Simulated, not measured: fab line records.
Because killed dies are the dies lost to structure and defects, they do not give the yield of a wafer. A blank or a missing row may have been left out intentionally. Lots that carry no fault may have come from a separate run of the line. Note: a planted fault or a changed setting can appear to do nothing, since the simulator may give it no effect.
Split-lot trial / flow n5-finfet / 21 wafers read across 7 lots, on a route 1938 steps long

THE SPLIT ITSELF
At N5_BEOL_M5_TRENCH_ETCH_37 (etches SiCOH lowk in C4F6/O2, target depth 71.652 nm, time 24.7 s), the setting source-w was moved away from the recipe's 345 W on 9 of the 21 wafers read, by -16.4% to +14.1%. All remaining wafers had this setting at the recipe value.

The reading is taken at the split's own step.

THE READING
rf-vpp-V, in V, at N5_BEOL_M5_TRENCH_ETCH_37 (etches SiCOH lowk in C4F6/O2, target depth 71.652 nm, time 24.7 s). A value of 663 V with a standard deviation of 11 V is what fault-free wafers of this fab line usually give.

wafer=L074.1; tool, chamber at the split=rie-diel-06, 3; source-w as run, W=393.8; against the recipe=+14.1%; rf-vpp-V, V=631; against lot-mates on the recipe=-19
wafer=L074.3; tool, chamber at the split=rie-diel-06, 1; source-w as run, W=393.8; against the recipe=+14.1%; rf-vpp-V, V=623; against lot-mates on the recipe=-27
wafer=L074.5; tool, chamber at the split=rie-diel-06, 0; source-w as run, W=345; against the recipe=recipe; rf-vpp-V, V=650; against lot-mates on the recipe=-
wafer=L078.1; tool, chamber at the split=rie-diel-01, 1; source-w as run, W=380.6; against the recipe=+10.3%; rf-vpp-V, V=635; against lot-mates on the recipe=-19
wafer=L078.2; tool, chamber at the split=rie-diel-01, 0; source-w as run, W=380.6; against the recipe=+10.3%; rf-vpp-V, V=617; against lot-mates on the recipe=-37
wafer=L078.5; tool, chamber at the split=rie-diel-01, 2; source-w as run, W=345; against the recipe=recipe; rf-vpp-V, V=654; against lot-mates on the recipe=-
wafer=L080.1; tool, chamber at the split=rie-diel-01, 0; source-w as run, W=288.4; against the recipe=-16.4%; rf-vpp-V, V=710; against lot-mates on the recipe=+42
wafer=L080.3; tool, chamber at the split=rie-diel-01, 1; source-w as run, W=345; against the recipe=recipe; rf-vpp-V, V=668; against lot-mates on the recipe=-
wafer=L080.4; tool, chamber at the split=rie-diel-01, 2; source-w as run, W=288.4; against the recipe=-16.4%; rf-vpp-V, V=716; against lot-mates on the recipe=+48
wafer=L086.1; tool, chamber at the split=rie-diel-01, 3; source-w as run, W=345; against the recipe=recipe; rf-vpp-V, V=687; against lot-mates on the recipe=-
wafer=L086.3; tool, chamber at the split=rie-diel-01, 1; source-w as run, W=345; against the recipe=recipe; rf-vpp-V, V=665; against lot-mates on the recipe=-
wafer=L086.4; tool, chamber at the split=rie-diel-01, 0; source-w as run, W=384.5; against the recipe=+11.4%; rf-vpp-V, V=613; against lot-mates on the recipe=-63
wafer=L088.1; tool, chamber at the split=rie-diel-03, 1; source-w as run, W=345; against the recipe=recipe; rf-vpp-V, V=662; against lot-mates on the recipe=-
wafer=L088.2; tool, chamber at the split=rie-diel-03, 2; source-w as run, W=345; against the recipe=recipe; rf-vpp-V, V=656; against lot-mates on the recipe=-
wafer=L088.3; tool, chamber at the split=rie-diel-03, 0; source-w as run, W=345; against the recipe=recipe; rf-vpp-V, V=665; against lot-mates on the recipe=-
wafer=L087.1; tool, chamber at the split=rie-diel-06, 3; source-w as run, W=345; against the recipe=recipe; rf-vpp-V, V=673; against lot-mates on the recipe=-
wafer=L087.2; tool, chamber at the split=rie-diel-06, 1; source-w as run, W=345; against the recipe=recipe; rf-vpp-V, V=667; against lot-mates on the recipe=-
wafer=L087.3; tool, chamber at the split=rie-diel-06, 0; source-w as run, W=345; against the recipe=recipe; rf-vpp-V, V=645; against lot-mates on the recipe=-
wafer=L096.2; tool, chamber at the split=rie-diel-03, 3; source-w as run, W=388.6; against the recipe=+12.6%; rf-vpp-V, V=628; against lot-mates on the recipe=-28
wafer=L096.3; tool, chamber at the split=rie-diel-03, 2; source-w as run, W=345; against the recipe=recipe; rf-vpp-V, V=656; against lot-mates on the recipe=-
wafer=L096.6; tool, chamber at the split=rie-diel-03, 2; source-w as run, W=388.6; against the recipe=+12.6%; rf-vpp-V, V=617; against lot-mates on the recipe=-39

FIT RESULTS
A straight line over all 21 wafers: rf-vpp-V changes by -3.1 V for each +1% of source-w; r = -0.93; the points scatter about the line by 10 V.
The same after taking each lot's own level away (the mean of its wafers on the recipe; 21 wafers): -2.67 V for each +1%; r = -0.90; scatter 11 V.
Per that fit: largest source-w move, reading shift of 44 V.
The span of the lots' own levels, 650.0 to 676.0 V, comes to 2.4 times the standard deviation stated above.
Thus the slope moves with the lot-to-lot level: the two fits are different.
Check: for one of the wafers moved furthest among these (-16.4%), held out of the fit, the line's prediction against its lot-mates is +44.4 V. Against them it came out at +42 V.
Tool readings at the split's step, against how far the setting was moved: rf-vpp-V r = -0.93.

OTHER SPLITS APPLIED TO THESE WAFERS
These wafers also went through other splits before the reading. Each is held against what the fit with the lots' levels taken away leaves over:
other split on the same wafers=N5_BEOL_M4_COAT_22 spin-rpm; wafers away from the commonest value=8; r with rf-vpp-V (lot level and that fit taken away)=-0.23
other split on the same wafers=N5_BEOL_M5_COAT_05 spin-rpm; wafers away from the commonest value=8; r with rf-vpp-V (lot level and that fit taken away)=+0.03
other split on the same wafers=N5_BEOL_M5_ETCH_72 source-w; wafers away from the commonest value=4; r with rf-vpp-V (lot level and that fit taken away)=+0.11

FILE'S OWN FIT
rf-vpp-V changes by -2.9 V for each +1% of source-w, r = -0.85.
